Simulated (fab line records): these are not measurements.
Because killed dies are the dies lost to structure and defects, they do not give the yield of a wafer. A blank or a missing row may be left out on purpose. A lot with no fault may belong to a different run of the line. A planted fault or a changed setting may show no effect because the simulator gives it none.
Matching of chambers / flow n5_finfet / 4 sister chambers for N5_BEOL_M3_ALD_98 on ald_sin-01
The step deposits SiO2, target thk 2.5 nm, pulse time 1 s, co reactant pulse time 1 s. 4 wafers are shown with their chamber, then 12 later ones without.

## EACH WAFER AND ITS CHAMBER
wafer=L089.1; chamber=0; heater_power_w (W)=69
wafer=L089.3; chamber=3; heater_power_w (W)=68
wafer=L089.5; chamber=1; heater_power_w (W)=89
wafer=L089.6; chamber=2; heater_power_w (W)=79

## WAFERS MISSING THEIR CHAMBER
wafer=L076.3; heater_power_w (W)=72
wafer=L076.4; heater_power_w (W)=80
wafer=L076.6; heater_power_w (W)=90
wafer=L090.2; heater_power_w (W)=70
wafer=L090.4; heater_power_w (W)=70
wafer=L090.6; heater_power_w (W)=68
wafer=L091.2; heater_power_w (W)=72
wafer=L091.5; heater_power_w (W)=87
wafer=L091.6; heater_power_w (W)=70
wafer=L095.2; heater_power_w (W)=90
wafer=L095.5; heater_power_w (W)=68
wafer=L095.6; heater_power_w (W)=70

## WHICH CHAMBER EACH ONE RAN IN
wafer=L076.3; from the rows above=can't be placed: 0 or 3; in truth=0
wafer=L076.4; from the rows above=2; in truth=2
wafer=L076.6; from the rows above=1; in truth=1
wafer=L090.2; from the rows above=can't be placed: 0 or 3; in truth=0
wafer=L090.4; from the rows above=can't be placed: 0 or 3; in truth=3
wafer=L090.6; from the rows above=can't be placed: 3 or 0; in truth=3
wafer=L091.2; from the rows above=can't be placed: 0 or 3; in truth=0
wafer=L091.5; from the rows above=1; in truth=1
wafer=L091.6; from the rows above=can't be placed: 0 or 3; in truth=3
wafer=L095.2; from the rows above=1; in truth=1
wafer=L095.5; from the rows above=can't be placed: 3 or 0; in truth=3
wafer=L095.6; from the rows above=can't be placed: 0 or 3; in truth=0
Correct placement for 4 of the 12. Not placeable from these rows: 8 (in 8, the candidates include the true chamber). Placed wrongly: 0.
How it was worked out, from the rows above alone: a wafer's distance from a chamber is the root of the sum, over the readings, of the square of ((its reading less the chamber's mean) divided by the reading's scatter). The wafer belongs to the nearest chamber; if the next one is less than 2 further off, it can't be placed. The mean given for a chamber averages the wafers shown for that chamber. The scatter: root of mean squared gap, hidden wafer to nearest shown wafer, with one shown wafer a chamber.
